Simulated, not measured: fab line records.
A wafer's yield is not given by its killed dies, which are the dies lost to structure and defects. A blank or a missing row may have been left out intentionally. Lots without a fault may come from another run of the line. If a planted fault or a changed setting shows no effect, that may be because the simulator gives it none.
fab line records    flow n5_finfet    part 1 of 2: steps 1 to 21 of 30
record: lots: 5  wafers: 15  last_day: 17
route steps=1938 shown FIN_CUT@154 STI_FIN_REVEAL@183
lots untouched by any fault: they come from a run of this same line in which no faults occurred
start_h: hours from the record's first day to the start of the lot's first wafer shown    wait_h: hours elapsed since this lot's preceding step    " identical to the entry in the row above    L1.1+2: a single row standing in for several wafers    - no value, or no start given    * or withheld: withheld    < > ~ a bound
route shown NAME@n: a module of which the file shows steps, and the number in the route of the first    usual: mean/standard deviation of fault-free wafers    same: alike in all rows    chamber/n: place in a boat    sites: each site's reading    _std_site: standard deviation across them    _edge_site: mean of outer sites minus mean of inner sites    radius_mm: for every site, how far away it sits from the centre of the wafer    mask NAME#n: copy n    behind: tool/chamber where the wafer was last shaped    hold: why the lot went on hold/how many hours it stayed there/how the hold came to an end    device: names the non-switching transistor (n, p or np)    end of line: tests of these same wafers at the route's end    where a step has no rows: the recipe by itself    killed: the dies lost at the first sort to structure and to defects; this is not the yield of the wafer    map: the dies of a wafer, with x for killed, . for not killed, _ for no die there
set.NAME: the run value of the setting; set.NAME@STEP: its run value at that earlier step    model.NAME: the simulator's own value behind a step, which no gauge read
lots seen at some steps along the route; tables by step, rows by wafer
services: when a tool's chamber went out of use (start_h, in hours from the record's first day, below 0 if earlier), for how many hours, and the reason
== steps ==
step: N5_FIN_CUT_COAT_18
recipe: resist: SOC  temp_c: 250  time_s: 60  spin_rpm: 1500  resist_thk_nm: 230
lot.wafer   tool            chamber  start_h  wait_h
L079.2+3+5  litho_track-02  0        58.41    0.0
L085.3+4+6  litho_track-02  0        92.98    0.0
L086.2+5+6  litho_track-03  0        102.05   0.0
L092.2+3+5  litho_track-01  0        135.60   0.0
L097.1+4+5  litho_track-02  0        165.06   0.0
step: N5_FIN_CUT_COAT_19
recipe: resist: SiARC  temp_c: 220  time_s: 60  spin_rpm: 1500  resist_thk_nm: 20
lot.wafer   tool            chamber  start_h  wait_h
L079.2+3+5  litho_track-02  0        -        -
L085.3+4+6  litho_track-02  0        -        -
L086.2+5+6  litho_track-03  0        -        -
L092.2+3+5  litho_track-01  0        -        -
L097.1+4+5  litho_track-02  0        -        -
step: N5_FIN_CUT_COAT_29
recipe: resist: underlayer  temp_c: 205  time_s: 60  spin_rpm: 1500  resist_thk_nm: 10
lot.wafer   tool            chamber  start_h  wait_h
L079.2+3+5  litho_track-02  0        -        -
L085.3+4+6  litho_track-02  0        -        -
L086.2+5+6  litho_track-03  0        -        -
L092.2+3+5  litho_track-01  0        -        -
L097.1+4+5  litho_track-02  0        -        -
step: N5_FIN_CUT_COAT_02
recipe: resist: CAR-EUV  spin_rpm: 1500  resist_thk_nm: 30
lot.wafer   tool            chamber  start_h  wait_h
L079.2+3+5  litho_track-02  0        -        -
L085.3+4+6  litho_track-02  0        -        -
L086.2+5+6  litho_track-03  0        -        -
L092.2+3+5  litho_track-01  0        -        -
L097.1+4+5  litho_track-02  0        -        -
step: N5_FIN_CUT_EBR_04
recipe: solvent: PGMEA  ebr_width_mm: 1.5
lot.wafer   tool            chamber  start_h  wait_h
L079.2+3+5  litho_track-02  0        -        -
L085.3+4+6  litho_track-02  0        -        -
L086.2+5+6  litho_track-03  0        -        -
L092.2+3+5  litho_track-01  0        -        -
L097.1+4+5  litho_track-02  0        -        -
step: N5_FIN_CUT_SOFTBAKE_03
recipe: temp_c: 110  time_s: 60  resist: CAR-EUV
lot.wafer   tool            chamber  start_h  wait_h
L079.2+3+5  litho_track-02  0        -        -
L085.3+4+6  litho_track-02  0        -        -
L086.2+5+6  litho_track-03  0        -        -
L092.2+3+5  litho_track-01  0        -        -
L097.1+4+5  litho_track-02  0        -        -
step: N5_FIN_CUT_EXPOSE_05
recipe: mask_id: FIN_CUT  na: 0.33  source_shape: annular  sigma_inner: 0.35  sigma_outer: 0.8  polarization: unpolarized  dose_mj: 45.75
usual: focus_offset_nm: 0.1/0.56
lot.wafer  tool            chamber  start_h  wait_h  mask       focus_offset_nm
L079.2     euv_scanner-02  0        58.68    -       FIN_CUT#0  0.5
L079.3     "               0        "        "       FIN_CUT#0  -0.1
L079.5     "               0        "        "       FIN_CUT#0  0.3
L085.3     euv_scanner-02  0        93.26    -       FIN_CUT#0  -0.2
L085.4     "               0        "        "       FIN_CUT#0  -0.3
L085.6     "               0        "        "       FIN_CUT#0  -0.5
L086.2     euv_scanner-02  0        102.19   -       FIN_CUT#0  0.4
L086.5     "               0        "        "       FIN_CUT#0  0.5
L086.6     "               0        "        "       FIN_CUT#0  0.8
L092.2     euv_scanner-02  0        135.74   -       FIN_CUT#0  0.3
L092.3     "               0        "        "       FIN_CUT#0  0.6
L092.5     "               0        "        "       FIN_CUT#0  -0.1
L097.1     euv_scanner-01  0        165.20   -       FIN_CUT#0  1.4
L097.4     "               0        "        "       FIN_CUT#0  0.8
L097.5     "               0        "        "       FIN_CUT#0  0.0
step: N5_FIN_CUT_PEB_06
recipe: peb_temp_c: 100  peb_time_s: 60  resist: CAR-EUV
lot.wafer   tool            chamber  start_h  wait_h
L079.2+3+5  litho_track-02  0        58.74    0.1
L085.3+4+6  litho_track-03  0        93.31    0.0
L086.2+5+6  litho_track-02  0        102.25   0.1
L092.2+3+5  litho_track-03  0        135.80   0.1
L097.1+4+5  litho_track-02  0        165.26   0.1
step: N5_FIN_CUT_DEVELOP_07
recipe: develop_time_s: 30  developer: TMAH  resist: CAR-EUV  rinse_liquid: surfactant_rinse  dry: air_spin  dev_temp_c: 23
same: develop_time_s: 30
lot.wafer   tool            chamber  start_h  wait_h
L079.2+3+5  litho_track-02  0        -        -
L085.3+4+6  litho_track-03  0        -        -
L086.2+5+6  litho_track-02  0        -        -
L092.2+3+5  litho_track-03  0        -        -
L097.1+4+5  litho_track-02  0        -        -
step: N5_FIN_CUT_CD_MEAS_08
recipe: target_cd_nm: 29.1  landing_energy_ev: 500  detector: se_inlens  polarity: opening
usual: cd_nm: 29.04/0.25
same: landing_energy_ev: 500
lot.wafer  tool       chamber  start_h  wait_h  cd_nm
L079.2     cd_sem-01  0        58.81    -       29.00
L079.3     "          0        "        "       29.07
L079.5     "          0        "        "       28.83
L085.3     cd_sem-02  0        93.38    -       28.98
L085.4     "          0        "        "       28.93
L085.6     "          0        "        "       29.13
L086.2     cd_sem-02  0        102.32   -       28.97
L086.5     "          0        "        "       28.80
L086.6     "          0        "        "       28.99
L092.2     cd_sem-03  0        135.87   -       28.73
L092.3     "          0        "        "       29.00
L092.5     "          0        "        "       29.36
L097.1     cd_sem-02  0        165.33   -       29.07
L097.4     "          0        "        "       28.93
L097.5     "          0        "        "       29.15
step: N5_FIN_CUT_OVL_MEAS_09
recipe: points_per_wafer: 522
usual: FIN_CUT_OVL: 0.5/0.62
lot.wafer  tool        chamber  start_h  wait_h  FIN_CUT_OVL[nm]
L079.2     overlay-01  0        58.84    0.0     -0.1
L079.3     "           0        "        "       0.4
L079.5     "           0        "        "       0.8
L085.3     overlay-02  0        93.42    0.0     1.6
L085.4     "           0        "        "       0.4
L085.6     "           0        "        "       1.3
L086.2     overlay-01  0        102.35   0.0     0.5
L086.5     "           0        "        "       0.0
L086.6     "           0        "        "       1.2
L092.2     overlay-01  0        135.90   0.0     0.7
L092.3     "           0        "        "       0.5
L092.5     "           0        "        "       0.5
L097.1     overlay-01  0        165.36   0.0     -0.2
L097.4     "           0        "        "       -0.8
L097.5     "           0        "        "       0.2
step: N5_FIN_CUT_INSPECT_10
recipe: mode: adi  inspect_instrument: brightfield
usual: raw_defect_count: 42/12
lot.wafer  tool               chamber  start_h  wait_h  raw_defect_count
L079.2     defect_inspect-02  -        58.90    0.0     89
L079.3     "                  -        "        "       55
L079.5     "                  -        "        "       43
L085.3     defect_inspect-01  -        93.47    0.0     57
L085.4     "                  -        "        "       47
L085.6     "                  -        "        "       49
L086.2     defect_inspect-01  -        102.41   0.0     43
L086.5     "                  -        "        "       38
L086.6     "                  -        "        "       32
L092.2     defect_inspect-02  -        135.96   0.0     60
L092.3     "                  -        "        "       43
L092.5     "                  -        "        "       32
L097.1     defect_inspect-01  -        165.42   0.1     43
L097.4     "                  -        "        "       36
L097.5     "                  -        "        "       36
step: N5_FIN_CUT_DESCUM_13
recipe: chemistry: O2  time_s: 7  source_power_w: 50  bias_power_w: 20  pressure_mtorr: 20  rf_frequency_hz: 2.712e+07  temp_c: 40  resist: CAR-EUV  o2_flow_sccm: 225
usual: drypump_motor_current_A: 5.7/0.43  oes_product_au: 0.77/0.065  rf_vpp_V: 243.3/1.4  showerhead_plenum_p_Torr: 2.10/0.07  throttle_valve_pct: 20.44/0.19
lot.wafer  tool         chamber  start_h  wait_h  drypump_motor_current_A  oes_product_au  rf_hours_counter_h  rf_vpp_V  showerhead_plenum_p_Torr  throttle_valve_pct
L079.2     rie_diel-01  1        58.93    0.0     6.5                      1.01            4                   244.1     2.14                      20.19
L079.3     "            0        "        "       6.1                      0.81            112                 242.6     2.04                      20.72
L079.5     "            3        "        "       5.0                      0.74            -                   242.5     2.02                      20.54
L085.3     rie_diel-02  3        93.50    0.0     5.9                      0.72            169                 242.2     2.01                      20.47
L085.4     "            3        "        "       5.9                      0.72            -                   241.8     2.01                      20.48
L085.6     "            2        "        "       5.0                      0.75            -                   243.6     2.07                      20.18
L086.2     rie_diel-01  0        102.51   0.1     6.0                      0.80            125                 241.0     2.04                      20.75
L086.5     "            3        "        "       5.0                      0.73            -                   242.3     2.02                      20.54
L086.6     "            2        "        "       5.9                      0.73            -                   244.2     2.15                      20.42
L092.2     rie_diel-05  3        135.99   0.0     5.6                      0.73            203                 243.8     2.17                      20.55
L092.3     "            1        "        "       5.7                      0.73            160                 243.3     2.01                      20.85
L092.5     "            1        "        "       5.7                      0.73            -                   240.2     2.01                      20.84
L097.1     rie_diel-01  2        165.45   0.0     5.9                      0.72            181                 243.6     2.15                      20.45
L097.4     "            3        "        "       5.0                      0.71            191                 240.4     2.01                      20.58
L097.5     "            3        "        "       5.0                      0.71            -                   241.7     2.01                      20.57
step: N5_FIN_CUT_ETCH_30
recipe: chemistry: N2/H2  target: underlayer  target_depth_a: 130  mask_material: CAR-EUV  time_s: 10.4  ion_energy_ev: 200  pressure_mtorr: 30  source_w: 840  bias_w: 150  n2_flow_sccm: 200  h2_flow_sccm: 200  ends: cleared
usual: drypump_motor_current_A: 5.7/0.43  etch_rf_on_time_s: 10.44/0.24  oes_product_au: 0.66/0.052  rf_vpp_V: 524.2/2.8  showerhead_plenum_p_Torr: 2.55/0.091  throttle_valve_pct: 17.87/0.17
lot.wafer  tool         chamber  start_h  wait_h  drypump_motor_current_A  etch_rf_on_time_s  oes_product_au  rf_hours_counter_h  rf_vpp_V  showerhead_plenum_p_Torr  throttle_valve_pct
L079.2     rie_diel-01  1        58.96    0.0     6.5                      10.68              0.82            4                   524.5     2.61                      17.78
L079.3     "            0        "        "       6.0                      10.49              0.69            112                 520.7     2.45                      17.89
L079.5     "            3        "        "       5.0                      10.28              0.63            -                   521.0     2.44                      17.97
L085.3     rie_diel-02  3        93.53    0.0     5.9                      10.73              0.60            169                 520.3     2.44                      17.98
L085.4     "            3        "        "       5.9                      10.66              0.61            -                   519.3     2.45                      17.97
L085.6     "            2        "        "       5.0                      10.35              0.64            -                   524.5     2.53                      17.74
L086.2     rie_diel-01  0        102.55   0.0     6.1                      10.51              0.68            125                 520.8     2.44                      17.91
L086.5     "            3        "        "       5.0                      10.35              0.63            -                   520.4     2.44                      17.98
L086.6     "            2        "        "       6.0                      10.62              0.63            -                   527.6     2.64                      17.90
L092.2     rie_diel-05  3        136.02   0.0     5.6                      10.39              0.61            203                 525.8     2.64                      17.94
L092.3     "            1        "        "       5.7                      10.74              0.62            160                 519.9     2.42                      18.28
L092.5     "            1        "        "       5.7                      10.76              0.62            -                   519.8     2.42                      18.27
L097.1     rie_diel-01  2        165.49   0.0     6.0                      10.55              0.62            181                 525.8     2.63                      17.95
L097.4     "            3        "        "       5.0                      10.32              0.62            191                 520.4     2.43                      18.02
L097.5     "            3        "        "       5.0                      10.39              0.61            -                   521.1     2.43                      18.02
step: N5_FIN_CUT_ETCH_20
recipe: chemistry: CF4  target: SiARC  target_depth_a: 260  mask_material: CAR-EUV  time_s: 43.3  ion_energy_ev: 80  pressure_mtorr: 40  source_w: 545  bias_w: 36  Ar_flow_sccm: 100  cf4_flow_sccm: 100  ends: cleared
usual: drypump_motor_current_A: 5.7/0.43  etch_rf_on_time_s: 43.5/0.85  oes_product_au: 0.66/0.053  rf_vpp_V: 184.3/1.2  showerhead_plenum_p_Torr: 2.15/0.074  throttle_valve_pct: 15.63/0.15
lot.wafer  tool         chamber  start_h  wait_h  drypump_motor_current_A  etch_rf_on_time_s  oes_product_au  rf_hours_counter_h  rf_vpp_V  showerhead_plenum_p_Torr  throttle_valve_pct
L079.2     rie_diel-01  1        58.98    0.0     6.5                      43.9               0.83            4                   184.9     2.18                      15.32
L079.3     "            0        "        "       6.0                      43.7               0.69            112                 183.0     2.07                      15.73
L079.5     "            3        "        "       5.0                      43.6               0.63            -                   183.4     2.06                      15.58
L085.3     rie_diel-02  3        93.55    0.0     5.9                      44.6               0.62            169                 183.3     2.05                      15.64
L085.4     "            3        "        "       5.9                      44.9               0.61            -                   182.7     2.05                      15.65
L085.6     "            2        "        "       4.9                      43.2               0.65            -                   182.3     2.13                      15.48
L086.2     rie_diel-01  0        102.57   0.0     6.0                      43.4               0.69            125                 184.9     2.07                      15.75
L086.5     "            3        "        "       5.0                      43.6               0.62            -                   182.5     2.06                      15.61
L086.6     "            2        "        "       6.0                      44.1               0.63            -                   185.1     2.23                      15.81
L092.2     rie_diel-05  3        136.04   0.0     5.6                      43.1               0.62            203                 185.3     2.20                      15.62
L092.3     "            1        "        "       5.7                      45.0               0.62            160                 183.4     2.06                      15.95
L092.5     "            1        "        "       5.7                      45.3               0.62            -                   184.0     2.06                      15.96
L097.1     rie_diel-01  2        165.51   0.0     6.0                      44.0               0.62            181                 184.9     2.22                      15.84
L097.4     "            3        "        "       5.0                      42.9               0.62            191                 182.2     2.05                      15.64
L097.5     "            3        "        "       5.0                      42.5               0.62            -                   182.9     2.05                      15.65
step: N5_FIN_CUT_ETCH_21
recipe: chemistry: N2/H2  target: SOC  target_depth_a: 2190  overetch_a: 438  mask_material: SiARC  temp_c: 40  ion_energy_ev: 100  bias_w: 61  time_s: 523.5  pressure_mtorr: 30  source_w: 850  n2_flow_sccm: 200  h2_flow_sccm: 200
usual: drypump_motor_current_A: 5.7/0.43  oes_product_au: 0.71/0.055  rf_vpp_V: 240.9/1.3  showerhead_plenum_p_Torr: 2.55/0.091  throttle_valve_pct: 17.82/0.17
lot.wafer  tool         chamber  start_h  wait_h  drypump_motor_current_A  oes_product_au  rf_hours_counter_h  rf_vpp_V  showerhead_plenum_p_Torr  throttle_valve_pct
L079.2     rie_diel-01  1        59.02    0.0     6.5                      0.90            4                   241.3     2.61                      17.71
L079.3     "            0        "        "       6.0                      0.75            112                 240.1     2.45                      17.84
L079.5     "            3        "        "       5.0                      0.69            -                   239.1     2.44                      17.93
L085.3     rie_diel-02  3        93.59    0.0     5.9                      0.67            169                 239.7     2.44                      17.95
L085.4     "            3        "        "       5.9                      0.67            -                   239.4     2.45                      17.94
L085.6     "            2        "        "       5.0                      0.70            -                   241.0     2.53                      17.71
L086.2     rie_diel-01  0        102.60   0.0     6.1                      0.74            125                 239.6     2.44                      17.87
L086.5     "            3        "        "       5.0                      0.68            -                   239.9     2.44                      17.95
L086.6     "            2        "        "       6.0                      0.69            -                   241.7     2.64                      17.88
L092.2     rie_diel-05  3        136.08   0.0     5.6                      0.66            203                 242.7     2.64                      17.93
L092.3     "            1        "        "       5.7                      0.68            160                 240.2     2.42                      18.24
L092.5     "            1        "        "       5.7                      0.68            -                   241.1     2.42                      18.24
L097.1     rie_diel-01  2        165.55   0.0     6.0                      0.68            181                 240.4     2.63                      17.91
L097.4     "            3        "        "       5.0                      0.66            191                 239.4     2.43                      17.99
L097.5     "            3        "        "       5.0                      0.66            -                   237.9     2.43                      17.99
step: N5_FIN_CUT_STRIP_23
recipe: chemistry: N2/H2  temp_c: 40  n2_flow_sccm: 200  h2_flow_sccm: 200  rf_frequency_hz: 6e+07
lot.wafer   tool         chamber  start_h  wait_h
L079.2+3+5  rie_diel-01  1,0,3    59.33    0.2
L085.3+4+6  rie_diel-02  3,3,2    93.90    0.2
L086.2+5+6  rie_diel-01  0,3,2    102.91   0.2
L092.2+3+5  rie_diel-05  3,1,1    136.39   0.2
L097.1+4+5  rie_diel-01  2,3,3    165.85   0.2
step: N5_FIN_CUT_STRIP_31
recipe: chemistry: N2/H2  temp_c: 40  n2_flow_sccm: 200  h2_flow_sccm: 200  rf_frequency_hz: 6e+07
lot.wafer   tool         chamber  start_h  wait_h
L079.2+3+5  rie_diel-01  1,0,3    59.34    0.0
L085.3+4+6  rie_diel-02  3,3,2    93.91    0.0
L086.2+5+6  rie_diel-01  0,3,2    102.92   0.0
L092.2+3+5  rie_diel-05  3,1,1    136.40   0.0
L097.1+4+5  rie_diel-01  2,3,3    165.86   0.0
step: N5_FIN_CUT_STRIP_24
recipe: chemistry: CF4  resist: SiARC  power_w: 300  bias_power_w: 75  pressure_mtorr: 50  cf4_flow_sccm: 150  rf_frequency_hz: 6e+07
usual: drypump_motor_current_A: 5.7/0.43  oes_product_au: 0.76/0.059  rf_vpp_V: 271.4/1.6  showerhead_plenum_p_Torr: 1.80/0.059  throttle_valve_pct: 13.60/0.14
lot.wafer  tool         chamber  start_h  wait_h  drypump_motor_current_A  oes_product_au  rf_hours_counter_h  rf_vpp_V  showerhead_plenum_p_Torr  throttle_valve_pct
L079.2     rie_diel-01  1        59.35    0.0     6.5                      0.97            4                   271.1     1.84                      13.32
L079.3     "            0        "        "       6.1                      0.81            112                 270.3     1.74                      13.72
L079.5     "            3        "        "       5.0                      0.74            -                   269.3     1.73                      13.57
L085.3     rie_diel-02  3        93.92    0.0     5.9                      0.72            170                 270.6     1.72                      13.65
L085.4     "            3        "        "       5.9                      0.72            -                   268.6     1.72                      13.63
L085.6     "            2        "        "       4.9                      0.75            -                   270.7     1.79                      13.47
L086.2     rie_diel-01  0        102.93   0.0     6.0                      0.79            125                 268.8     1.74                      13.73
L086.5     "            3        "        "       5.0                      0.72            -                   269.8     1.73                      13.60
L086.6     "            2        "        "       6.0                      0.75            -                   272.6     1.86                      13.76
L092.2     rie_diel-05  3        136.41   0.0     5.6                      0.71            203                 273.3     1.83                      13.61
L092.3     "            1        "        "       5.7                      0.73            160                 269.0     1.72                      13.90
L092.5     "            1        "        "       5.7                      0.72            -                   268.9     1.72                      13.90
L097.1     rie_diel-01  2        165.87   0.0     6.0                      0.73            181                 271.3     1.86                      13.79
L097.4     "            3        "        "       5.0                      0.71            191                 269.7     1.72                      13.65
L097.5     "            3        "        "       5.0                      0.71            -                   270.3     1.72                      13.63
step: N5_FIN_CUT_CUT_ETCH_26
recipe: chemistry: CH3F/O2  target: SiNx  target_depth_a: 390  mask_material: SOC  time_s: 55.7  pressure_mtorr: 30  source_w: 395  bias_w: 73  Ar_flow_sccm: 150  CH3F_flow_sccm: 30  O2_flow_sccm: 20  ion_energy_ev: 120
usual: drypump_motor_current_A: 5.7/0.43  oes_product_au: 0.77/0.062  rf_vpp_V: 299/5.7  showerhead_plenum_p_Torr: 2.01/0.074  throttle_valve_pct: 16.38/0.17
lot.wafer  tool         chamber  start_h  wait_h  drypump_motor_current_A  oes_product_au  rf_hours_counter_h  rf_vpp_V  showerhead_plenum_p_Torr  throttle_valve_pct
L079.2     rie_diel-01  1        59.37    0.0     6.5                      0.97            4                   298       2.04                      16.06
L079.3     "            0        "        "       6.1                      0.81            112                 297       1.93                      16.47
L079.5     "            3        "        "       5.0                      0.75            -                   298       1.93                      16.35
L085.3     rie_diel-02  3        93.94    0.0     5.9                      0.72            170                 296       1.91                      16.38
L085.4     "            3        "        "       5.9                      0.72            -                   297       1.91                      16.38
L085.6     "            2        "        "       5.0                      0.75            -                   299       1.99                      16.20
L086.2     rie_diel-01  0        102.95   0.0     6.1                      0.81            125                 297       1.93                      16.50
L086.5     "            3        "        "       5.0                      0.73            -                   299       1.92                      16.39
L086.6     "            2        "        "       6.0                      0.74            -                   310       2.09                      16.56
L092.2     rie_diel-05  3        136.43   0.0     5.6                      0.73            203                 300       2.07                      16.46
L092.3     "            1        "        "       5.7                      0.73            160                 302       1.92                      16.76
L092.5     "            1        "        "       5.7                      0.73            -                   302       1.92                      16.77
L097.1     rie_diel-01  2        165.89   0.0     6.0                      0.74            181                 310       2.08                      16.60
L097.4     "            3        "        "       5.0                      0.73            191                 298       1.92                      16.41
L097.5     "            3        "        "       5.0                      0.73            -                   298       1.92                      16.42
step: N5_FIN_CUT_CUT_ETCH_27
recipe: chemistry: CHF3/O2  target: SiO2  target_depth_a: 40  mask_material: SOC  overetch_a: 20  time_s: 4.9  pressure_mtorr: 30  source_w: 650  bias_w: 170  Ar_flow_sccm: 200  CHF3_flow_sccm: 50  O2_flow_sccm: 5  ion_energy_ev: 200
usual: CHF3_flow_sccm: 50.02/0.16  drypump_motor_current_A: 5.7/0.43  oes_product_au: 0.61/0.048  rf_vpp_V: 527/10  showerhead_plenum_p_Torr: 2.42/0.086  throttle_valve_pct: 18.85/0.17
lot.wafer  tool         chamber  start_h  wait_h  CHF3_flow_sccm  drypump_motor_current_A  oes_product_au  rf_hours_counter_h  rf_vpp_V  showerhead_plenum_p_Torr  throttle_valve_pct
L079.2     rie_diel-01  1        59.41    0.0     50.04           6.5                      0.78            4                   521       2.45                      18.54
L079.3     "            0        "        "       50.32           6.1                      0.64            112                 520       2.33                      18.94
L079.5     "            3        "        "       50.26           5.0                      0.59            -                   526       2.32                      18.84
L085.3     rie_diel-02  3        93.98    0.0     49.85           5.9                      0.58            170                 523       2.30                      18.83
L085.4     "            3        "        "       50.17           5.9                      0.58            -                   523       2.30                      18.81
L085.6     "            2        "        "       49.86           5.0                      0.60            -                   526       2.40                      18.66
L086.2     rie_diel-01  0        102.99   0.0     50.06           6.0                      0.63            125                 520       2.32                      18.98
L086.5     "            3        "        "       50.16           5.0                      0.58            -                   526       2.32                      18.84
L086.6     "            2        "        "       49.81           6.0                      0.59            -                   543       2.51                      19.01
L092.2     rie_diel-05  3        136.47   0.0     49.85           5.6                      0.57            203                 531       2.50                      18.94
L092.3     "            1        "        "       49.99           5.7                      0.59            160                 531       2.32                      19.26
L092.5     "            1        "        "       50.05           5.7                      0.58            -                   532       2.32                      19.25
L097.1     rie_diel-01  2        165.94   0.0     50.21           6.0                      0.58            181                 544       2.50                      19.04
L097.4     "            3        "        "       49.73           5.0                      0.57            191                 525       2.31                      18.87
L097.5     "            3        "        "       49.82           5.0                      0.57            -                   527       2.31                      18.87
